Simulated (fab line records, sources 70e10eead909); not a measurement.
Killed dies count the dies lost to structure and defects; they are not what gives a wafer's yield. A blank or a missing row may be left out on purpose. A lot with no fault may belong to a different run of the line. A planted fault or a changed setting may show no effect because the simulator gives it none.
fab line records -- flow nand_harc
record lots=13, wafers=39, last_day=25
route steps=1159 shown P_BONDPAD@380 A_SOURCE_PLATE@423 A_ONON_D1@440 A_CHANNEL_HOLE_D1@464 END@1159
lots untouched by any fault: they come from a run of this same line in which no faults occurred
start_h: hours from the record's opening day to when the first of the lot's shown wafers began -- wait_h: hours since the lot's step before -- " same as the row above -- L1.1+2: a single row standing in for several wafers -- - no value present, or no start provided -- * or withheld: withheld -- < > ~ a bound
route shown NAME@n: a module of which the file shows steps, and the number in the route of the first -- usual: mean/standard deviation taken from wafers without a fault -- same: alike in all rows -- chamber/n: place in a boat -- sites: each site's reading -- _std_site: the standard deviation of these -- _edge_site: mean of outer sites minus mean of inner sites -- radius_mm: how far each site lies from the wafer's centre -- mask NAME#n: copy n -- behind: the last tool/chamber to shape the wafer -- hold: cause of the lot's hold/its duration in hours/its outcome -- device: whichever transistor did not switch (one of n, p or np) -- end of line: tests of these same wafers at the route's end -- for a step that has no rows: nothing shown but its recipe -- killed: not the wafer's yield, but the dies lost to structure and defects at the first sort -- map: the dies of a wafer, with x for killed, . for not killed, _ for no die there
set.NAME: the setting as run; set.NAME@STEP: as run at that earlier step -- model.NAME: the simulator's own value behind a step, which no gauge read
one table for each step of the route and one row for each wafer, over a sample of lots
services: when a tool's chamber went out of use (start_h, in hours from the record's first day, below 0 if earlier), for how many hours, and the reason
## steps
# step NHARC_P_BONDPAD_CMP_19
# recipe t_overpolish_s=30, cu_recess_touch_s=16, target_thk_nm=160.81
# usual motor_current_A=12.3/1.4, overpolish_run_s=30.000/0.0092
lot.wafer,tool,chamber,start_h,wait_h,motor_current_A,overpolish_run_s
L973.3,cmp-03,0,134.57,-,13.3,30.015
L973.4,cmp-03,1,134.57,-,14.4,30.000
L973.5,cmp-03,3,134.57,-,11.3,29.998
L974.4,cmp-03,3,145.78,-,10.8,30.014
L974.1,cmp-03,0,145.78,-,11.8,29.991
L974.5,cmp-03,1,145.78,-,13.7,30.001
L976.1,cmp-01,2,147.21,-,10.7,30.002
L976.2,cmp-01,0,147.21,-,14.3,30.009
L976.6,cmp-01,2,147.21,-,11.1,29.995
L978.2,cmp-02,1,157.86,-,12.1,30.007
L978.1,cmp-02,2,157.86,-,14.3,29.997
L978.5,cmp-02,3,157.86,-,11.5,30.006
L977.3,cmp-02,2,158.98,-,14.5,29.983
L977.4,cmp-02,3,158.98,-,11.3,29.989
L977.6,cmp-02,3,158.98,-,11.4,30.000
L979.3,cmp-01,3,165.76,-,11.3,30.018
L979.4,cmp-01,1,165.76,-,11.5,30.008
L979.5,cmp-01,2,165.76,-,11.0,29.983
L980.4,cmp-02,0,166.38,-,10.2,30.004
L980.6,cmp-02,3,166.38,-,11.3,29.994
L980.5,cmp-02,0,166.38,-,10.4,29.995
L981.1,cmp-03,2,179.36,-,13.5,29.996
L981.4,cmp-03,0,179.36,-,13.6,29.995
L981.2,cmp-03,1,179.36,-,14.5,30.016
L982.3,cmp-03,1,180.47,-,14.2,29.991
L982.2,cmp-03,3,180.47,-,10.4,29.997
L982.5,cmp-03,2,180.47,-,13.3,29.999
L986.4,cmp-01,2,210.05,-,10.7,30.002
L986.2,cmp-01,0,210.05,-,14.4,29.999
L986.5,cmp-01,1,210.05,-,12.1,29.999
L987.4,cmp-03,3,216.23,-,10.6,29.991
L987.2,cmp-03,0,216.23,-,12.8,29.993
L987.5,cmp-03,3,216.23,-,10.7,30.017
L996.4,cmp-02,3,263.95,-,11.4,30.002
L996.1,cmp-02,1,263.95,-,12.2,29.999
L996.6,cmp-02,3,263.95,-,11.4,30.001
L995.1,cmp-02,2,268.85,-,15.0,29.991
L995.3,cmp-02,0,268.85,-,9.4,30.005
L995.5,cmp-02,1,268.85,-,12.2,30.008
# step NHARC_A_SOURCE_PLATE_INSPECT_08
# usual raw_defect_count=60/22
lot.wafer,tool,chamber,start_h,wait_h,raw_defect_count
L973.3,defect_inspect-01,-,160.40,0.0,83
L973.4,defect_inspect-01,-,160.40,0.0,102
L973.5,defect_inspect-01,-,160.40,0.0,92
L976.1,defect_inspect-01,-,170.35,0.0,29
L976.2,defect_inspect-01,-,170.35,0.0,39
L976.6,defect_inspect-01,-,170.35,0.0,20
L974.1,defect_inspect-02,-,170.35,0.0,66
L974.4,defect_inspect-02,-,170.35,0.0,49
L974.5,defect_inspect-02,-,170.35,0.0,53
L978.1,defect_inspect-02,-,181.88,0.0,71
L978.2,defect_inspect-02,-,181.88,0.0,57
L978.5,defect_inspect-02,-,181.88,0.0,61
L977.3,defect_inspect-01,-,181.89,0.0,38
L977.4,defect_inspect-01,-,181.89,0.0,45
L977.6,defect_inspect-01,-,181.89,0.0,26
L979.3,defect_inspect-02,-,189.91,0.0,45
L979.4,defect_inspect-02,-,189.91,0.0,58
L979.5,defect_inspect-02,-,189.91,0.0,51
L980.4,defect_inspect-01,-,189.91,0.0,83
L980.5,defect_inspect-01,-,189.91,0.0,57
L980.6,defect_inspect-01,-,189.91,0.0,66
L981.1,defect_inspect-01,-,205.08,0.0,96
L981.2,defect_inspect-01,-,205.08,0.0,43
L981.4,defect_inspect-01,-,205.08,0.0,71
L982.2,defect_inspect-02,-,205.10,0.0,69
L982.3,defect_inspect-02,-,205.10,0.0,92
L982.5,defect_inspect-02,-,205.10,0.0,123
L986.2,defect_inspect-02,-,235.45,0.0,51
L986.4,defect_inspect-02,-,235.45,0.0,73
L986.5,defect_inspect-02,-,235.45,0.0,69
L987.2,defect_inspect-02,-,240.32,0.0,50
L987.4,defect_inspect-02,-,240.32,0.0,83
L987.5,defect_inspect-02,-,240.32,0.0,87
L996.1,defect_inspect-02,-,287.66,0.0,69
L996.4,defect_inspect-02,-,287.66,0.0,45
L996.6,defect_inspect-02,-,287.66,0.0,50
L995.1,defect_inspect-01,-,294.99,0.0,33
L995.3,defect_inspect-01,-,294.99,0.0,57
L995.5,defect_inspect-01,-,294.99,0.0,28
# step NHARC_A_ONON_D1_DEP_22
# recipe target_thk_a=10000, n2_flow_sccm=2750, n2o_flow_sccm=2000, nh3_flow_sccm=500, sih4_flow_sccm=210, temp_c=400
# usual sih4_flow_sccm=210.0/0.58
lot.wafer,tool,chamber,start_h,wait_h,sih4_flow_sccm
L973.3,pecvd_onon-02,0,171.20,0.3,209.6
L973.4,pecvd_onon-02,0,171.20,0.3,210.2
L973.5,pecvd_onon-02,0,171.20,0.3,210.7
L974.1,pecvd_onon-03,0,181.15,0.1,210.1
L974.4,pecvd_onon-03,0,181.15,0.1,209.8
L974.5,pecvd_onon-03,0,181.15,0.1,210.1
L976.1,pecvd_onon-02,0,181.15,0.1,209.6
L976.2,pecvd_onon-02,0,181.15,0.1,209.9
L976.6,pecvd_onon-02,0,181.15,0.1,209.3
L978.1,pecvd_onon-04,0,192.63,0.1,211.4
L978.2,pecvd_onon-04,0,192.63,0.1,209.9
L978.5,pecvd_onon-04,0,192.63,0.1,209.2
L977.3,pecvd_onon-02,0,192.77,0.2,210.2
L977.4,pecvd_onon-02,0,192.77,0.2,210.3
L977.6,pecvd_onon-02,0,192.77,0.2,210.1
L979.3,pecvd_onon-02,0,200.62,0.2,209.6
L979.4,pecvd_onon-02,0,200.62,0.2,209.5
L979.5,pecvd_onon-02,0,200.62,0.2,210.5
L980.4,pecvd_onon-03,0,200.68,0.2,209.4
L980.5,pecvd_onon-03,0,200.68,0.2,209.9
L980.6,pecvd_onon-03,0,200.68,0.2,210.1
L981.1,pecvd_onon-04,0,215.72,0.1,210.5
L981.2,pecvd_onon-04,0,215.72,0.1,210.3
L981.4,pecvd_onon-04,0,215.72,0.1,210.6
L982.2,pecvd_onon-02,0,215.78,0.1,209.6
L982.3,pecvd_onon-02,0,215.78,0.1,210.4
L982.5,pecvd_onon-02,0,215.78,0.1,210.1
L986.2,pecvd_onon-02,0,249.63,0.1,209.4
L986.4,pecvd_onon-02,0,249.63,0.1,209.5
L986.5,pecvd_onon-02,0,249.63,0.1,209.3
L987.2,pecvd_onon-03,0,249.76,0.1,209.3
L987.4,pecvd_onon-03,0,249.76,0.1,211.0
L987.5,pecvd_onon-03,0,249.76,0.1,210.1
L996.1,pecvd_onon-04,0,298.28,0.1,209.1
L996.4,pecvd_onon-04,0,298.28,0.1,210.6
L996.6,pecvd_onon-04,0,298.28,0.1,210.7
L995.1,pecvd_onon-03,0,305.98,0.1,210.1
L995.3,pecvd_onon-03,0,305.98,0.1,210.2
L995.5,pecvd_onon-03,0,305.98,0.1,209.0
# step NHARC_A_ONON_D1_THK_MEAS_24
# recipe thk_meas_gauge=ellipsometry
# usual thk_nm=998/9.5
lot.wafer,tool,chamber,start_h,wait_h,hold,thk_nm
L973.3,film_metro-02,-,171.59,-,-,989
L973.4,film_metro-02,-,171.59,-,-,987
L973.5,film_metro-02,-,171.59,-,-,988
L976.1,film_metro-01,-,181.66,-,-,990
L976.2,film_metro-01,-,181.66,-,-,989
L976.6,film_metro-01,-,181.66,-,-,990
L974.1,film_metro-02,-,181.66,-,-,989
L974.4,film_metro-02,-,181.66,-,-,990
L974.5,film_metro-02,-,181.66,-,-,990
L978.1,film_metro-02,-,193.14,-,-,986
L978.2,film_metro-02,-,193.14,-,-,987
L978.5,film_metro-02,-,193.14,-,-,986
L977.3,film_metro-02,-,193.19,-,-,998
L977.4,film_metro-02,-,193.19,-,-,999
L977.6,film_metro-02,-,193.19,-,-,998
L979.3,film_metro-01,-,201.01,-,-,998
L979.4,film_metro-01,-,201.01,-,-,999
L979.5,film_metro-01,-,201.01,-,-,998
L980.4,film_metro-02,-,201.02,-,-,992
L980.5,film_metro-02,-,201.02,-,-,994
L980.6,film_metro-02,-,201.02,-,-,992
L981.1,film_metro-01,-,216.23,-,-,998
L981.2,film_metro-01,-,216.23,-,-,996
L981.4,film_metro-01,-,216.23,-,-,998
L982.2,film_metro-02,-,216.24,-,-,995
L982.3,film_metro-02,-,216.24,-,-,994
L982.5,film_metro-02,-,216.24,-,-,995
L986.2,film_metro-02,-,250.08,-,await_dispo/0.2h/release,998
L986.4,film_metro-02,-,250.08,-,await_dispo/0.2h/release,1000
L986.5,film_metro-02,-,250.08,-,await_dispo/0.2h/release,1045
L986.2,film_metro-02,-,250.25,0.2,-,1000
L986.4,film_metro-02,-,250.25,0.2,-,1000
L986.5,film_metro-02,-,250.25,0.2,-,1047
L987.2,film_metro-02,-,250.21,-,-,1004
L987.4,film_metro-02,-,250.21,-,-,1004
L987.5,film_metro-02,-,250.21,-,-,1004
L996.1,film_metro-02,-,298.79,-,-,998
L996.4,film_metro-02,-,298.79,-,-,997
L996.6,film_metro-02,-,298.79,-,-,999
L995.1,film_metro-02,-,306.49,-,-,1001
L995.3,film_metro-02,-,306.49,-,-,1002
L995.5,film_metro-02,-,306.49,-,-,1000
# step NHARC_A_CHANNEL_HOLE_D1_INSPECT_12
# usual raw_defect_count=5.7/2.6
lot.wafer,tool,chamber,start_h,wait_h,raw_defect_count
L973.3,defect_inspect-02,-,176.72,0.0,4
L973.4,defect_inspect-02,-,176.72,0.0,9
L973.5,defect_inspect-02,-,176.72,0.0,5
L976.1,defect_inspect-02,-,186.80,0.0,8
L976.2,defect_inspect-02,-,186.80,0.0,4
L976.6,defect_inspect-02,-,186.80,0.0,1
L974.1,defect_inspect-01,-,187.43,0.0,9
L974.4,defect_inspect-01,-,187.43,0.0,5
L974.5,defect_inspect-01,-,187.43,0.0,5
L978.1,defect_inspect-01,-,198.50,0.0,6
L978.2,defect_inspect-01,-,198.50,0.0,5
L978.5,defect_inspect-01,-,198.50,0.0,8
L977.3,defect_inspect-02,-,199.12,0.0,7
L977.4,defect_inspect-02,-,199.12,0.0,5
L977.6,defect_inspect-02,-,199.12,0.0,5
L979.3,defect_inspect-01,-,206.65,0.0,9
L979.4,defect_inspect-01,-,206.65,0.0,10
L979.5,defect_inspect-01,-,206.65,0.0,10
L980.4,defect_inspect-02,-,206.89,0.0,6
L980.5,defect_inspect-02,-,206.89,0.0,6
L980.6,defect_inspect-02,-,206.89,0.0,8
L981.1,defect_inspect-02,-,220.77,0.0,5
L981.2,defect_inspect-02,-,220.77,0.0,7
L981.4,defect_inspect-02,-,220.77,0.0,9
L982.2,defect_inspect-02,-,222.04,0.0,5
L982.3,defect_inspect-02,-,222.04,0.0,10
L982.5,defect_inspect-02,-,222.04,0.0,10
L987.2,defect_inspect-01,-,254.80,0.0,4
L987.4,defect_inspect-01,-,254.80,0.0,7
L987.5,defect_inspect-01,-,254.80,0.0,8
L986.2,defect_inspect-01,-,258.83,0.0,6
L986.4,defect_inspect-01,-,258.83,0.0,10
L996.1,defect_inspect-01,-,304.07,0.0,6
L996.4,defect_inspect-01,-,304.07,0.0,7
L996.6,defect_inspect-01,-,304.07,0.0,5
L995.1,defect_inspect-01,-,311.13,0.0,3
L995.3,defect_inspect-01,-,311.13,0.0,7
L995.5,defect_inspect-01,-,311.13,0.0,6
# step NHARC_END_SORT_01
# recipe temp_c=25
# usual killed_at_array=27/11, killed_at_other=0.7/1.1, killed_at_periphery=3.4/2.1, killed_dies=31/12, killed_open=3.6/2, killed_short=2.0/1.3
# same gross_dies=677
lot.wafer,tool,chamber,start_h,wait_h,hold,killed_at_array,killed_at_other,killed_at_periphery,killed_dies,killed_open,killed_short
L974.1,prober-02,0,450.76,2.5,-,21,0,5,26,0,3
L974.4,prober-02,0,453.15,3.4,-,36,0,3,39,3,3
L974.5,prober-02,0,453.94,3.7,-,38,0,6,44,6,2
L978.1,prober-01,0,458.50,2.5,-,18,1,3,22,2,0
L978.2,prober-01,0,459.31,2.8,-,33,2,6,41,4,2
L978.5,prober-01,0,461.73,3.7,-,24,0,7,31,1,0
L979.3,prober-01,0,471.95,3.1,-,34,1,6,41,4,1
L979.4,prober-01,0,472.76,3.4,-,35,2,4,41,3,1
L979.5,prober-01,0,473.57,3.7,-,34,1,2,37,2,2
L980.4,prober-02,0,472.80,3.4,-,11,0,5,16,0,0
L980.5,prober-02,0,473.61,3.7,-,14,0,5,19,5,0
L980.6,prober-02,0,474.42,4.1,-,15,0,1,16,4,0
L977.3,prober-01,0,479.76,3.1,-,15,2,5,22,6,1
L977.4,prober-01,0,480.56,3.4,-,22,0,1,23,0,1
L977.6,prober-01,0,482.15,4.0,-,27,0,4,31,3,1
L982.2,prober-02,0,483.43,2.8,-,24,0,2,26,2,2
L982.3,prober-02,0,484.23,3.1,-,28,0,3,31,2,0
L982.5,prober-02,0,485.84,3.7,-,31,1,3,35,5,3
L981.1,prober-01,0,485.96,2.5,-,19,0,0,19,3,2
L981.2,prober-01,0,486.76,2.8,-,24,0,3,27,2,3
L981.4,prober-01,0,488.37,3.4,-,26,1,5,32,8,0
L986.2,prober-01,0,507.00,2.8,await_dispo/2.2h/release,36,0,4,40,6,4
L986.4,prober-01,0,508.59,3.4,await_dispo/2.2h/release,38,0,7,45,2,4
L986.5,prober-01,0,509.38,3.7,await_dispo/2.2h/release,642,0,5,647,6,0
# killed by level:class
L974.1 A_CHANNEL_HOLE_D1:chamber_film_flake=10 P_M1:chamber_film_flake=3 A_SLIT:chamber_film_flake=3 A_STAIRCASE:chamber_film_flake=3 P_STI:chamber_film_flake=2 A_ZERO_WELL:chamber_film_flake=2 A_CHANNEL_HOLE_D1:geometric_particle:short=1 A_CHANNEL_FILL_D1:geometric_particle:short=1
L974.4 A_CHANNEL_HOLE_D1:chamber_film_flake=11 A_SLIT:chamber_film_flake=11 A_CONTACT:chamber_film_flake=4 P_M1:chamber_film_flake=2 A_STAIRCASE:chamber_film_flake=2 A_ONON_D1:geometric_particle:short=1 A_CHANNEL_FILL_D1:geometric_particle:open=1 A_CHANNEL_FILL_D1:geometric_particle:short=1
L974.5 A_CHANNEL_HOLE_D1:chamber_film_flake=15 A_SLIT:chamber_film_flake=13 P_M1:chamber_film_flake=3 P_M1:geometric_particle:open=2 A_ONON_D1:geometric_particle:short=2 A_STAIRCASE:chamber_film_flake=2 A_CONTACT:chamber_film_flake=2 A_CHANNEL_FILL_D1:geometric_particle:open=1
L978.1 A_CHANNEL_HOLE_D1:chamber_film_flake=13 A_SLIT:chamber_film_flake=2 A_CONTACT:chamber_film_flake=2 P_CONTACT:geometric_particle:open=1 P_ZERO_WELL:chamber_film_flake=1 P_M2:chamber_film_flake=1 STARTING-WAFER:geometric_particle:open=1 A_STAIRCASE:chamber_film_flake=1
L978.2 A_CHANNEL_HOLE_D1:chamber_film_flake=20 P_ZERO_WELL:chamber_film_flake=3 A_CONTACT:chamber_film_flake=3 A_STAIRCASE:chamber_film_flake=3 A_SLIT:chamber_film_flake=3 STARTING-WAFER:geometric_particle:open=2 P_CONTACT:geometric_particle:open=1 P_CONTACT:geometric_particle:short=1
L978.5 A_CHANNEL_HOLE_D1:chamber_film_flake=11 A_CONTACT:chamber_film_flake=8 P_ZERO_WELL:chamber_film_flake=5 A_STAIRCASE:chamber_film_flake=2 P_M1:geometric_particle:open=1 P_STI:chamber_film_flake=1 A_ZERO_WELL:chamber_film_flake=1 A_CHANNEL_FILL_D1:chamber_film_flake=1
L979.3 A_CHANNEL_HOLE_D1:chamber_film_flake=17 P_ZERO_WELL:chamber_film_flake=5 A_SLIT:chamber_film_flake=4 A_ZERO_WELL:chamber_film_flake=3 A_BONDPAD:chamber_film_flake=3 A_CONTACT:geometric_particle:open=2 P_CONTACT:geometric_particle:open=1 A_ONON_D1:geometric_particle:short=1
L979.4 A_CHANNEL_HOLE_D1:chamber_film_flake=11 A_SLIT:chamber_film_flake=8 A_ZERO_WELL:chamber_film_flake=4 A_ONON_D1:geometric_particle:open=3 A_STAIRCASE:chamber_film_flake=3 P_ZERO_WELL:chamber_film_flake=3 A_CONTACT:chamber_film_flake=3 A_WL_FILL:chamber_film_flake=2
L980.4 A_STAIRCASE:chamber_film_flake=6 A_BLC:chamber_film_flake=3 P_ZERO_WELL:chamber_film_flake=2 P_STI:chamber_film_flake=2 A_CHANNEL_HOLE_D1:chamber_film_flake=2 P_GATE:chamber_film_flake=1
L979.5 A_CHANNEL_HOLE_D1:chamber_film_flake=18 A_SLIT:chamber_film_flake=4 A_STAIRCASE:chamber_film_flake=2 A_WL_FILL:chamber_film_flake=2 A_BONDPAD:chamber_film_flake=2 A_CHANNEL_HOLE_D1:geometric_particle:short=1 A_SGD_CUT:geometric_particle:open=1 A_CONTACT:geometric_particle:short=1
L980.5 A_STAIRCASE:chamber_film_flake=6 P_M0:geometric_particle:open=2 P_STI:chamber_film_flake=2 A_CHANNEL_HOLE_D1:chamber_film_flake=2 A_WL_FILL:chamber_film_flake=2 P_CONTACT:geometric_particle:open=1 A_WL_FILL:geometric_particle:open=1 A_CONTACT:geometric_particle:open=1
L980.6 A_CHANNEL_HOLE_D1:chamber_film_flake=3 A_STAIRCASE:chamber_film_flake=3 A_ZERO_WELL:chamber_film_flake=2 A_CONTACT:chamber_film_flake=2 A_BLC:chamber_film_flake=2 P_M1:geometric_particle:open=1 A_ONON_D1:geometric_particle:open=1 A_WL_FILL:geometric_particle:open=1
L977.3 A_SLIT:chamber_film_flake=4 A_BLC:chamber_film_flake=4 A_STAIRCASE:chamber_film_flake=3 STARTING-WAFER:geometric_particle:open=2 P_GATE:chamber_film_flake=2 P_STI:geometric_particle:open=1 P_M0:geometric_particle:open=1 A_ONON_D1:geometric_particle:open=1
L977.4 A_SLIT:chamber_film_flake=13 A_BLC:chamber_film_flake=4 A_STAIRCASE:chamber_film_flake=2 A_ONON_D1:geometric_particle:short=1 P_GATE:chamber_film_flake=1 A_ZERO_WELL:chamber_film_flake=1 A_BONDPAD:chamber_film_flake=1
L977.6 A_SLIT:chamber_film_flake=11 A_BONDPAD:chamber_film_flake=6 A_CHANNEL_HOLE_D1:chamber_film_flake=3 A_STAIRCASE:chamber_film_flake=3 P_GATE:chamber_film_flake=2 A_BLC:chamber_film_flake=2 P_GATE:geometric_particle:short=1 P_M0:geometric_particle:open=1
L982.2 A_CHANNEL_HOLE_D1:chamber_film_flake=11 A_STAIRCASE:chamber_film_flake=4 A_SGD_CUT:chamber_film_flake=2 A_CONTACT:chamber_film_flake=2 P_M0:geometric_particle:open=1 A_CHANNEL_FILL_D1:geometric_particle:short=1 A_SGD_CUT:geometric_particle:short=1 A_WL_FILL:geometric_particle:open=1
L982.3 A_CHANNEL_HOLE_D1:chamber_film_flake=19 A_STAIRCASE:chamber_film_flake=5 A_CONTACT:chamber_film_flake=2 P_CONTACT:geometric_particle:open=1 A_SOURCE_PLATE:geometric_particle:open=1 P_ZERO_WELL:chamber_film_flake=1 P_STI:chamber_film_flake=1 A_SGD_CUT:chamber_film_flake=1
L982.5 A_CHANNEL_HOLE_D1:chamber_film_flake=18 A_STAIRCASE:chamber_film_flake=4 P_CONTACT:geometric_particle:open=1 P_M0:geometric_particle:open=1 A_ONON_D1:geometric_particle:short=1 A_CHANNEL_FILL_D1:geometric_particle:short=1 A_WL_FILL:geometric_particle:open=1 A_CONTACT:geometric_particle:open=1
L981.1 A_SLIT:chamber_film_flake=7 A_CHANNEL_FILL_D1:chamber_film_flake=3 A_CONTACT:geometric_particle:open=2 A_STAIRCASE:chamber_film_flake=2 A_CONTACT:chamber_film_flake=2 A_SOURCE_PLATE:geometric_particle:open=1 A_SOURCE_PLATE:geometric_particle:short=1 A_M1:geometric_particle:short=1
L981.2 A_SLIT:chamber_film_flake=7 A_CHANNEL_FILL_D1:chamber_film_flake=5 A_STAIRCASE:chamber_film_flake=4 A_CONTACT:chamber_film_flake=3 P_STI:geometric_particle:short=1 P_M0:geometric_particle:open=1 A_ONON_D1:geometric_particle:short=1 A_SGD_CUT:geometric_particle:open=1
L981.4 A_SLIT:chamber_film_flake=13 A_CONTACT:geometric_particle:open=3 A_SGD_CUT:geometric_particle:open=2 P_GATE:chamber_film_flake=2 A_CHANNEL_FILL_D1:chamber_film_flake=2 A_STAIRCASE:chamber_film_flake=2 P_BONDPAD:geometric_particle:open=1 A_CHANNEL_FILL_D1:geometric_particle:open=1
L986.2 A_CHANNEL_HOLE_D1:chamber_film_flake=20 A_CONTACT:chamber_film_flake=5 A_CONTACT:geometric_particle:open=2 A_CONTACT:geometric_particle:short=2 P_M1:chamber_film_flake=2 P_M0:geometric_particle:open=1 A_SOURCE_PLATE:geometric_particle:short=1 A_CHANNEL_FILL_D1:geometric_particle:open=1
L986.4 A_CHANNEL_HOLE_D1:chamber_film_flake=23 A_CONTACT:chamber_film_flake=7 P_M1:chamber_film_flake=4 A_WL_FILL:geometric_particle:short=3 A_WL_FILL:chamber_film_flake=3 P_M1:geometric_particle:open=1 A_CHANNEL_FILL_D1:geometric_particle:short=1 A_BLC:geometric_particle:open=1
L986.5 A_ONON_D1:area_dep=606 A_CHANNEL_HOLE_D1:chamber_film_flake=26 A_CONTACT:chamber_film_flake=4 A_WL_FILL:geometric_particle:open=2 A_BLC:geometric_particle:open=2 P_GATE:chamber_film_flake=2 P_M1:chamber_film_flake=2 P_CONTACT:geometric_particle:open=1
## services
tool,chamber,start_h,hours,kind
pecvd_onon-02,-,111.00,13.0,pm
cmp-01,-,114.81,0.5,repair
cmp-02,-,128.56,4.0,pm
cmp-02,-,132.56,-,consumable_replace:conditioner
cmp-02,-,132.56,-,consumable_replace:pad
pecvd_onon-03,-,153.00,13.0,pm
cmp-01,-,153.89,2.1,repair
cmp-03,-,156.02,4.0,pm
cmp-03,-,160.02,-,consumable_replace:conditioner
cmp-03,-,160.02,-,consumable_replace:pad
cmp-01,-,179.50,4.0,pm
cmp-02,-,198.66,11.7,repair
cmp-01,-,216.63,1.2,repair
cmp-03,-,219.37,0.3,repair
cmp-02,-,226.56,4.0,pm
cmp-01,-,237.03,0.5,repair
pecvd_onon-04,-,237.67,13.0,pm
cmp-03,-,248.95,1.2,repair
cmp-03,-,254.02,4.0,pm
cmp-02,-,269.80,3.5,repair
pecvd_onon-04,-,270.50,3.1,repair
cmp-01,-,277.50,4.0,pm
cmp-01,-,287.08,2.8,repair
pecvd_onon-02,-,292.00,13.0,pm
## key
first_sign step=NHARC_A_ONON_D1_THK_MEAS_24, reading=visit, direction=added
effect step=NHARC_A_ONON_D1_THK_MEAS_24, reading=thk_nm, direction=up, sigmas=5, usual=998, struck=1045
effect step=NHARC_END_SORT_01, reading=killed_at_array, direction=up, sigmas=54, usual=27, struck=642
more_kills_born_at NHARC_A_ONON_D1_DEP_22@pecvd_onon-02=606
met_at NHARC_A_ONON_D1_DEP_22
struck_lots L986
struck_wafers L986.5
later_rows_left_out L986.5
tester_left_out L986
not_acting_at NHARC_P_BONDPAD_CMP_19,NHARC_A_SOURCE_PLATE_INSPECT_08,NHARC_A_CHANNEL_HOLE_D1_INSPECT_12
fault kind=process_parameter_drift, tool=pecvd_onon-02, chamber=-, onset_h=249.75, steps=NHARC_A_ONON_D1_DEP_22, channel=target_thk_a, offset=*, shape=step, end_h=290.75, scope=struck_wafers_only, acts_in=*, stated=*
# tester_left_out: of these lots the tester's yield and bins aren't shown, on N5 and GAA mostly nor the transistor test; their killed dies are dies lost to structure and defects alone, not to doping, threshold or leakage, so they don't give the yield
# later_rows_left_out: the simulator's readings of these wafers behind a module that went badly wrong aren't trusted and aren't shown, but for the sort
